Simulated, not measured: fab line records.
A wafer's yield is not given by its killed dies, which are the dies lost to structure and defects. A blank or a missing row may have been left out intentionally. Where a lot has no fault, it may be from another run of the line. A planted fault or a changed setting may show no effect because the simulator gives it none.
fab line records + flow n5-finfet
record:
- lots: 10
- wafers: 30
- last-day: 17
route steps=1938 shown MOL_CONTACT_COAG@615 MIM_BOT@1832 MIM_TOP_LITHO@1850 PASSIVATION@1936
lots that met no fault: taken from a fault-free run of the same line
start-h: hours from the record's opening day to when the first of the lot's shown wafers began + wait-h: hours from the lot's prior step to this one + " as in the row above + L1.1+2: a row that stands for several wafers + - no value, or no start given + * or withheld: withheld + < > ~ a bound
route shown NAME@n: a module of which the file shows steps, and the number in the route of the first + usual: mean/standard deviation of fault-free wafers + same: alike in all rows + chamber/n: place in a boat + sites: readings site by site + _std_site: the values' standard deviation + _edge_site: inner sites' mean taken away from outer sites' mean + radius-mm: for every site, how far away it sits from the centre of the wafer + mask NAME#n: copy n + behind: the most recent tool/chamber to have shaped the wafer + hold: what put the lot on hold/how long, in hours/how the hold closed + device: the transistor (n, p or np) that didn't switch + end of line: tests run on the same wafers once the route is complete + where a step has no rows: the recipe by itself + killed: not the wafer's yield, but the dies lost to structure and defects at the first sort + map: shows each die of a wafer: x if killed, . if not, _ if none is there
set.NAME: setting as actually run; set.NAME@STEP: the setting as run at that earlier step + model.NAME: the simulator's own value behind a step, which no gauge read
steps of the route over a sample of lots; a table a step, a row a wafer
services: when a tool's chamber went out of use (start-h, in hours from the record's first day, below 0 if earlier), for how many hours, and the reason
== steps ==
step: N5_MOL_CONTACT_COAG_VIA_ETCH_117
recipe:
- chemistry: C4F6/O2
- target-depth-a: 400
- overetch-a: 80
- mask-material: SOC
- target: SiO2
- bias-w: 455
- pressure-mtorr: 10
- time-s: 26
- source-w: 325
- Ar_flow_sccm: 300
- C4F6_flow_sccm: 10
- O2_flow_sccm: 10
- ion-energy-ev: 575.3
- ends: end-point
usual:
- C4F6_flow_sccm: 9.995/0.028
- drypump-motor-current-A: 5.9/0.49
- oes-product-au: 0.71/0.067
- rf-vpp-V: 1590/12
- showerhead-plenum-p-Torr: 2.86/0.088
- throttle-valve-pct: 40.9/0.32
| lot.wafer | tool        | chamber | start-h | wait-h | C4F6_flow_sccm | drypump-motor-current-A | oes-product-au | rf-hours-counter-h | rf-vpp-V | showerhead-plenum-p-Torr | throttle-valve-pct |
|-----------|-------------|---------|---------|--------|----------------|-------------------------|----------------|--------------------|----------|--------------------------|--------------------|
| L404.2    | rie-diel-05 | 3       | 116.99  | 0.0    | 10.031         | 5.5                     | 0.72           | 101                | 1589     | 2.99                     | 41.1               |
| L404.3    | "           | 0       | "       | "      | 9.954          | 5.6                     | 0.77           | 62                 | 1597     | 2.77                     | 40.5               |
| L404.5    | "           | 1       | "       | "      | 9.994          | 6.2                     | 0.63           | -                  | 1620     | 2.93                     | 41.1               |
| L405.2    | rie-diel-01 | 1       | 117.14  | 0.0    | 10.031         | 6.6                     | 0.80           | 41                 | 1601     | 2.90                     | 41.6               |
| L405.4    | "           | 2       | "       | "      | 9.937          | 6.6                     | 0.65           | 181                | 1593     | 2.83                     | 41.1               |
| L405.6    | "           | 0       | "       | "      | 9.986          | 5.5                     | 0.80           | -                  | 1590     | 2.90                     | 41.5               |
| L406.2    | rie-diel-05 | 0       | 120.70  | 0.0    | 10.051         | 5.6                     | 0.77           | 64                 | 1596     | 2.76                     | 40.5               |
| L406.4    | "           | 1       | "       | "      | 9.909          | 6.3                     | 0.63           | -                  | 1619     | 2.93                     | 41.1               |
| L406.5    | "           | 3       | "       | "      | 9.997          | 5.6                     | 0.73           | -                  | 1589     | 2.99                     | 41.1               |
| L409.1    | rie-diel-01 | 2       | 142.46  | 0.0    | 9.984          | 6.6                     | 0.64           | 191                | 1595     | 2.83                     | 41.1               |
| L409.2    | "           | 3       | "       | "      | 10.013         | 5.1                     | 0.65           | 213                | 1568     | 2.71                     | 40.9               |
| L409.5    | "           | 3       | "       | "      | 9.987          | 5.1                     | 0.65           | -                  | 1569     | 2.71                     | 40.9               |
| L413.2    | rie-diel-01 | 0       | 160.65  | 0.0    | 10.012         | 5.5                     | 0.80           | 51                 | 1590     | 2.89                     | 41.5               |
| L413.3    | "           | 3       | "       | "      | 9.989          | 5.1                     | 0.64           | 219                | 1567     | 2.71                     | 40.9               |
| L413.6    | "           | 2       | "       | "      | 9.989          | 6.6                     | 0.64           | -                  | 1594     | 2.82                     | 41.1               |
| L417.1    | rie-diel-04 | 0       | 192.54  | 0.0    | 10.013         | 6.6                     | 0.63           | 236                | 1582     | 2.68                     | 40.7               |
| L417.4    | "           | 1       | "       | "      | 9.946          | 5.7                     | 0.69           | -                  | 1590     | 2.84                     | 41.2               |
| L417.6    | "           | 0       | "       | "      | 9.972          | 6.6                     | 0.63           | -                  | 1582     | 2.68                     | 40.7               |
| L418.1    | rie-diel-04 | 0       | 196.90  | 0.0    | 9.995          | 6.6                     | 0.62           | 238                | 1581     | 2.68                     | 40.7               |
| L418.2    | "           | 3       | "       | "      | 9.999          | 5.7                     | 0.64           | 200                | 1591     | 2.95                     | 40.8               |
| L418.4    | "           | 2       | "       | "      | 9.958          | 5.8                     | 0.84           | 2                  | 1567     | 2.91                     | 40.8               |
| L420.1    | rie-diel-05 | 3       | 208.11  | 0.0    | 10.018         | 5.5                     | 0.69           | 141                | 1587     | 2.97                     | 41.1               |
| L420.3    | "           | 0       | "       | "      | 10.025         | 5.6                     | 0.73           | 98                 | 1594     | 2.75                     | 40.6               |
| L420.6    | "           | 0       | "       | "      | 10.016         | 5.6                     | 0.73           | -                  | 1595     | 2.75                     | 40.6               |
| L421.3    | rie-diel-05 | 0       | 210.41  | 0.0    | 9.984          | 5.6                     | 0.73           | 99                 | 1595     | 2.75                     | 40.5               |
| L421.5    | "           | 3       | "       | "      | 9.997          | 5.5                     | 0.69           | -                  | 1586     | 2.97                     | 41.1               |
| L421.6    | "           | 2       | "       | "      | 9.976          | 6.6                     | 0.69           | -                  | 1581     | 2.84                     | 40.7               |
| L426.2    | rie-diel-05 | 3       | 243.09  | 0.0    | 10.008         | 5.6                     | 0.68           | 154                | 1586     | 2.97                     | 41.2               |
| L426.3    | "           | 1       | "       | "      | 10.026         | 6.3                     | 0.81           | 22                 | 1608     | 2.91                     | 40.8               |
| L426.5    | "           | 0       | "       | "      | 9.982          | 5.6                     | 0.72           | -                  | 1594     | 2.74                     | 40.6               |
step: N5_MIM_BOT_DEGAS_01
recipe:
- ambient: vacuum
- temp-c: 300
- time-s: 60
usual:
- heater-power-w: 452/51
same:
- time-s: 60
| lot.wafer | tool           | chamber | start-h | wait-h | heater-power-w |
|-----------|----------------|---------|---------|--------|----------------|
| L404.2    | pvd-sputter-02 | -       | 261.84  | 0.6    | 444            |
| L404.3    | "              | -       | "       | "      | 442            |
| L404.5    | "              | -       | "       | "      | 459            |
| L406.2    | pvd-sputter-03 | -       | 263.52  | 0.0    | 479            |
| L406.4    | "              | -       | "       | "      | 475            |
| L406.5    | "              | -       | "       | "      | 473            |
| L405.2    | pvd-sputter-03 | -       | 267.48  | 2.5    | 469            |
| L405.4    | "              | -       | "       | "      | 403            |
| L405.6    | "              | -       | "       | "      | 470            |
| L409.1    | pvd-sputter-03 | -       | 293.79  | 0.5    | 457            |
| L409.2    | "              | -       | "       | "      | 474            |
| L409.5    | "              | -       | "       | "      | 472            |
| L413.2    | pvd-sputter-01 | -       | 317.71  | 1.1    | 505            |
| L413.3    | "              | -       | "       | "      | 448            |
| L413.6    | "              | -       | "       | "      | 447            |
| L418.1    | pvd-sputter-02 | -       | 342.04  | 1.2    | 338            |
| L418.2    | "              | -       | "       | "      | 459            |
| L418.4    | "              | -       | "       | "      | 449            |
| L417.1    | pvd-sputter-01 | -       | 342.37  | 0.6    | 502            |
| L417.4    | "              | -       | "       | "      | 434            |
| L417.6    | "              | -       | "       | "      | 450            |
| L420.1    | pvd-sputter-01 | -       | 356.08  | 0.3    | 429            |
| L420.3    | "              | -       | "       | "      | 495            |
| L420.6    | "              | -       | "       | "      | 500            |
| L421.3    | pvd-sputter-02 | -       | 360.52  | 1.6    | 456            |
| L421.5    | "              | -       | "       | "      | 459            |
| L421.6    | "              | -       | "       | "      | 449            |
| L426.2    | pvd-sputter-01 | -       | 397.02  | 0.3    | 471            |
| L426.3    | "              | -       | "       | "      | 439            |
| L426.5    | "              | -       | "       | "      | 433            |
step: N5_MIM_BOT_SPUTTER_00
recipe:
- material: TiN
- target-thk-a: 350
- temp-c: 200
- power-w: 3000
- chamber-pressure-pa: 0.49996
- gas: Ar
- reactive-partial-pa: 0.37997
- time-s: 89.7
usual:
- throttle-valve-pct: 29.9/1.3
same:
- time-s: 89.7
| lot.wafer | tool           | chamber | start-h | wait-h | throttle-valve-pct |
|-----------|----------------|---------|---------|--------|--------------------|
| L404.2    | pvd-sputter-02 | -       | 261.88  | 0.0    | 29.3               |
| L404.3    | "              | -       | "       | "      | 30.9               |
| L404.5    | "              | -       | "       | "      | 29.3               |
| L406.2    | pvd-sputter-03 | -       | 263.56  | 0.0    | 29.1               |
| L406.4    | "              | -       | "       | "      | 31.3               |
| L406.5    | "              | -       | "       | "      | 31.4               |
| L405.2    | pvd-sputter-03 | -       | 267.52  | 0.0    | 29.1               |
| L405.4    | "              | -       | "       | "      | 30.7               |
| L405.6    | "              | -       | "       | "      | 29.0               |
| L409.1    | pvd-sputter-03 | -       | 293.83  | 0.0    | 31.4               |
| L409.2    | "              | -       | "       | "      | 29.1               |
| L409.5    | "              | -       | "       | "      | 29.4               |
| L413.2    | pvd-sputter-01 | -       | 317.75  | 0.0    | 30.6               |
| L413.3    | "              | -       | "       | "      | 26.9               |
| L413.6    | "              | -       | "       | "      | 27.6               |
| L418.1    | pvd-sputter-02 | -       | 342.08  | 0.0    | 30.9               |
| L418.2    | "              | -       | "       | "      | 29.3               |
| L418.4    | "              | -       | "       | "      | 29.3               |
| L417.1    | pvd-sputter-01 | -       | 342.41  | 0.0    | 30.5               |
| L417.4    | "              | -       | "       | "      | 26.5               |
| L417.6    | "              | -       | "       | "      | 27.5               |
| L420.1    | pvd-sputter-01 | -       | 356.12  | 0.0    | 27.0               |
| L420.3    | "              | -       | "       | "      | 30.3               |
| L420.6    | "              | -       | "       | "      | 30.3               |
| L421.3    | pvd-sputter-02 | -       | 360.56  | 0.0    | 29.5               |
| L421.5    | "              | -       | "       | "      | 29.3               |
| L421.6    | "              | -       | "       | "      | 29.6               |
| L426.2    | pvd-sputter-01 | -       | 397.06  | 0.0    | 27.7               |
| L426.3    | "              | -       | "       | "      | 26.7               |
| L426.5    | "              | -       | "       | "      | 26.6               |
step: N5_MIM_TOP_LITHO_DESCUM_10
recipe:
- chemistry: O2
- time-s: 7.9
- source-power-w: 50
- bias-power-w: 20
- pressure-mtorr: 20
- rf-frequency-hz: 2.712e+07
- temp-c: 40
- o2-flow-sccm: 225
usual:
- drypump-motor-current-A: 6.0/0.55
- oes-product-au: 0.80/0.088
- rf-vpp-V: 243.4/1.3
- showerhead-plenum-p-Torr: 2.11/0.062
- throttle-valve-pct: 20.5/0.31
same:
- time-s: 7.9
| lot.wafer | tool        | chamber | start-h | wait-h | drypump-motor-current-A | oes-product-au | rf-hours-counter-h | rf-vpp-V | showerhead-plenum-p-Torr | throttle-valve-pct |
|-----------|-------------|---------|---------|--------|-------------------------|----------------|--------------------|----------|--------------------------|--------------------|
| L404.2    | rie-diel-01 | 2       | 263.61  | 0.0    | 6.6                     | 0.69           | 223                | 241.9    | 2.08                     | 20.5               |
| L404.3    | "           | 0       | "       | "      | 5.4                     | 0.84           | 81                 | 243.7    | 2.11                     | 20.7               |
| L404.5    | "           | 3       | "       | "      | 5.1                     | 0.69           | -                  | 241.3    | 1.98                     | 20.5               |
| L406.2    | rie-diel-01 | 2       | 268.11  | 0.1    | 6.6                     | 0.69           | 225                | 241.4    | 2.08                     | 20.5               |
| L406.4    | "           | 0       | "       | "      | 5.5                     | 0.84           | 83                 | 244.7    | 2.11                     | 20.8               |
| L406.5    | "           | 1       | "       | "      | 6.6                     | 0.82           | -                  | 245.0    | 2.12                     | 20.8               |
| L405.2    | rie-diel-05 | 3       | 268.89  | 0.0    | 5.5                     | 0.75           | 162                | 244.1    | 2.19                     | 20.6               |
| L405.4    | "           | 1       | "       | "      | 6.3                     | 0.91           | 31                 | 242.2    | 2.14                     | 20.2               |
| L405.6    | "           | 0       | "       | "      | 5.6                     | 0.79           | -                  | 241.2    | 2.01                     | 20.3               |
| L409.1    | rie-diel-01 | 0       | 297.19  | 0.0    | 5.5                     | 0.83           | 95                 | 244.4    | 2.11                     | 20.7               |
| L409.2    | "           | 3       | "       | "      | 5.1                     | 1.00           | 1                  | 245.0    | 2.24                     | 20.1               |
| L409.5    | "           | 3       | "       | "      | 5.1                     | 0.99           | -                  | 245.2    | 2.24                     | 20.1               |
| L413.2    | rie-diel-01 | 3       | 322.33  | 0.0    | 5.2                     | 0.97           | 7                  | 245.9    | 2.24                     | 20.1               |
| L413.3    | "           | 1       | "       | "      | 6.6                     | 0.82           | 110                | 243.3    | 2.12                     | 20.9               |
| L413.6    | "           | 1       | "       | "      | 6.6                     | 0.81           | -                  | 243.5    | 2.12                     | 20.9               |
| L418.1    | rie-diel-04 | 3       | 343.67  | 0.0    | 5.7                     | 0.96           | 3                  | 243.7    | 2.14                     | 19.9               |
| L418.2    | "           | 2       | "       | "      | 5.8                     | 0.82           | 58                 | 243.2    | 2.12                     | 20.0               |
| L418.4    | "           | 0       | "       | "      | 6.6                     | 0.90           | 35                 | 245.7    | 2.23                     | 19.9               |
| L417.1    | rie-diel-04 | 2       | 343.89  | 0.0    | 5.8                     | 0.83           | 58                 | 244.2    | 2.12                     | 20.0               |
| L417.4    | "           | 1       | "       | "      | 5.7                     | 0.72           | 196                | 242.3    | 2.07                     | 20.7               |
| L417.6    | "           | 1       | "       | "      | 5.7                     | 0.73           | -                  | 242.7    | 2.07                     | 20.7               |
| L420.1    | rie-diel-01 | 2       | 359.72  | 0.0    | 6.6                     | 0.97           | 3                  | 242.6    | 2.07                     | 20.2               |
| L420.3    | "           | 0       | "       | "      | 5.5                     | 0.80           | 118                | 244.0    | 2.10                     | 20.8               |
| L420.6    | "           | 1       | "       | "      | 6.6                     | 0.78           | -                  | 241.8    | 2.11                     | 20.9               |
| L421.3    | rie-diel-01 | 1       | 362.02  | 0.0    | 6.6                     | 0.80           | 124                | 243.0    | 2.11                     | 20.9               |
| L421.5    | "           | 1       | "       | "      | 6.6                     | 0.78           | -                  | 242.7    | 2.11                     | 20.9               |
| L421.6    | "           | 2       | "       | "      | 6.6                     | 0.97           | -                  | 242.9    | 2.07                     | 20.1               |
| L426.2    | rie-diel-01 | 1       | 398.15  | 0.0    | 6.6                     | 0.78           | 137                | 243.4    | 2.11                     | 20.9               |
| L426.3    | "           | 3       | "       | "      | 5.1                     | 0.89           | 36                 | 245.6    | 2.23                     | 20.2               |
| L426.5    | "           | 1       | "       | "      | 6.6                     | 0.78           | -                  | 243.8    | 2.11                     | 20.9               |
step: N5_PASSIVATION_PROBE_49
usual:
- defect-limited-yield: 91.3/1.5
- killed_at_M0_to_M3: 35/10
- killed_at_M4_up: 13/5.3
- killed-at-contacts: 12/5.7
- killed-at-front-end: 39/11
- killed-at-other: 3.3/2.7
- killed-dies: 102/18
- killed-on-rim: 13/4
- killed-open: 67/13
- killed-short: 34/7.8
- sort_bin_5_function: 5.1/1
- sort_bin_6_memory: 3.3/0.68
- sort-n-pass: 1078/18
- sort-yield-pct: 91.3/1.5
same:
- gross-dies: 1180
- killed-at-back-side: 0
- sort_bin_4_leakage[%]: 0
- sort_bin_8_speed[%]: 0
| lot.wafer | tool      | chamber | start-h | wait-h | defect-limited-yield[%] | killed_at_M0_to_M3 | killed_at_M4_up | killed-at-contacts | killed-at-front-end | killed-at-other | killed-dies | killed-on-rim | killed-open | killed-short | sort_bin_5_function[%] | sort_bin_6_memory[%] | sort-n-pass | sort-yield-pct[%] |
|-----------|-----------|---------|---------|--------|-------------------------|--------------------|-----------------|--------------------|---------------------|-----------------|-------------|---------------|-------------|--------------|------------------------|----------------------|-------------|-------------------|
| L413.2    | prober-02 | -       | 334.05  | 0.1    | 91.9                    | 46                 | 9               | 9                  | 30                  | 2               | 96          | 12            | 59          | 36           | 5.1                    | 2.9                  | 1084        | 91.9              |
| L413.3    | prober-02 | -       | 334.10  | 0.1    | 90.5                    | 37                 | 15              | 16                 | 41                  | 3               | 112         | 17            | 64          | 48           | 5.8                    | 3.4                  | 1068        | 90.5              |
| L413.6    | prober-02 | -       | 334.25  | 0.3    | 81.5                    | 43                 | 15              | 117                | 37                  | 6               | 218         | 36            | 67          | 41           | 10.9                   | 5.2                  | 962         | 81.5              |
killed by level:class
L413.2 BEOL_M0_SAQP:geometric-particle:short=18 STI_FIN_REVEAL:geometric-particle:open=10 BEOL_M0:geometric-particle:open=10 BEOL_M0_SAQP:geometric-particle:open=7 FIN_SAQP:geometric-particle:short=5 MOL_CONTACT_COAG:geometric-particle:open=5 FIN_SAQP:geometric-particle:open=4 MOL_CONTACT_COAG:geometric-particle:short=4
L413.3 BEOL_M0_SAQP:geometric-particle:short=17 MOL_CONTACT_COAG:geometric-particle:open=14 FIN_SAQP:geometric-particle:short=10 BEOL_M0_SAQP:geometric-particle:open=7 STARTING-WAFER:geometric-particle:open=7 FIN_SAQP:geometric-particle:open=5 STI_FIN_REVEAL:geometric-particle:open=5 BEOL_M4:geometric-particle:open=5
L413.6 MOL_CONTACT_COAG:unspecified=108 BEOL_M0_SAQP:geometric-particle:short=12 STI_FIN_REVEAL:geometric-particle:open=10 BEOL_M0:geometric-particle:open=8 FIN_SAQP:geometric-particle:short=7 MOL_CONTACT_COAG:geometric-particle:open=7 BEOL_M0_SAQP:geometric-particle:open=7 FIN_SAQP:geometric-particle:open=6
== services ==
| tool           | chamber | start-h | hours | kind                          |
|----------------|---------|---------|-------|-------------------------------|
| rie-diel-04    | -       | 101.30  | 0.5   | repair                        |
| rie-diel-05    | 2       | 119.71  | 1.5   | repair                        |
| rie-diel-04    | 1       | 160.26  | 9.4   | repair                        |
| rie-diel-01    | -       | 182.64  | 29.3  | repair                        |
| rie-diel-04    | 2       | 210.03  | 5.3   | repair                        |
| rie-diel-04    | 1       | 217.31  | 5.0   | repair                        |
| rie-diel-01    | 3       | 221.31  | 4.5   | repair                        |
| rie-diel-01    | 2       | 240.16  | 6.1   | repair                        |
| rie-diel-04    | 1       | 265.61  | 2.8   | repair                        |
| rie-diel-04    | 1       | 270.86  | 4.3   | repair                        |
| rie-diel-01    | 3       | 279.36  | -     | clean                         |
| rie-diel-01    | 3       | 279.36  | -     | consumable-replace:focus-ring |
| rie-diel-01    | 3       | 279.36  | -     | consumable-replace:showerhead |
| rie-diel-01    | 3       | 279.36  | 15.2  | scheduled-down                |
| rie-diel-01    | 3       | 279.36  | 15.2  | vent-cycle                    |
| rie-diel-04    | 3       | 283.85  | 4.2   | repair                        |
| rie-diel-01    | 1       | 284.52  | 2.1   | repair                        |
| rie-diel-04    | 2       | 298.45  | 3.9   | repair                        |
| rie-diel-01    | 3       | 303.05  | 3.8   | repair                        |
| rie-diel-01    | 2       | 331.60  | -     | clean                         |
| rie-diel-01    | 2       | 331.60  | -     | consumable-replace:focus-ring |
| rie-diel-01    | 2       | 331.60  | 20.0  | scheduled-down                |
| rie-diel-01    | 2       | 331.60  | 20.0  | vent-cycle                    |
| pvd-sputter-03 | -       | 335.59  | 1.7   | repair                        |
== key ==
first-sign:
- step: N5_PASSIVATION_PROBE_49
- reading: killed-at-contacts
- direction: up
- sigmas: 18
- usual: 12
- struck: 117
effect:
- step: N5_PASSIVATION_PROBE_49
- reading: killed-dies
- direction: up
- sigmas: 6.5
- usual: 102
- struck: 218
more-kills-born-at:
- N5_MOL_CONTACT_COAG_VIA_ETCH_117@rie-diel-01: 108
met-at N5_MOL_CONTACT_COAG_VIA_ETCH_117
struck-lots L413
struck-wafers L413.6
not-acting-at N5_MIM_BOT_DEGAS_01,N5_MIM_BOT_SPUTTER_00,N5_MIM_TOP_LITHO_DESCUM_10
onset-between 142.46 160.65
fault:
- kind: chamber-particle-source
- tool: rie-diel-01
- chamber: 2
- onset-h: 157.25
- steps: N5_MOL_CONTACT_COAG_VIA_ETCH_117
- rate-per-visit-cm2: 0.98181
- end-h: 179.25
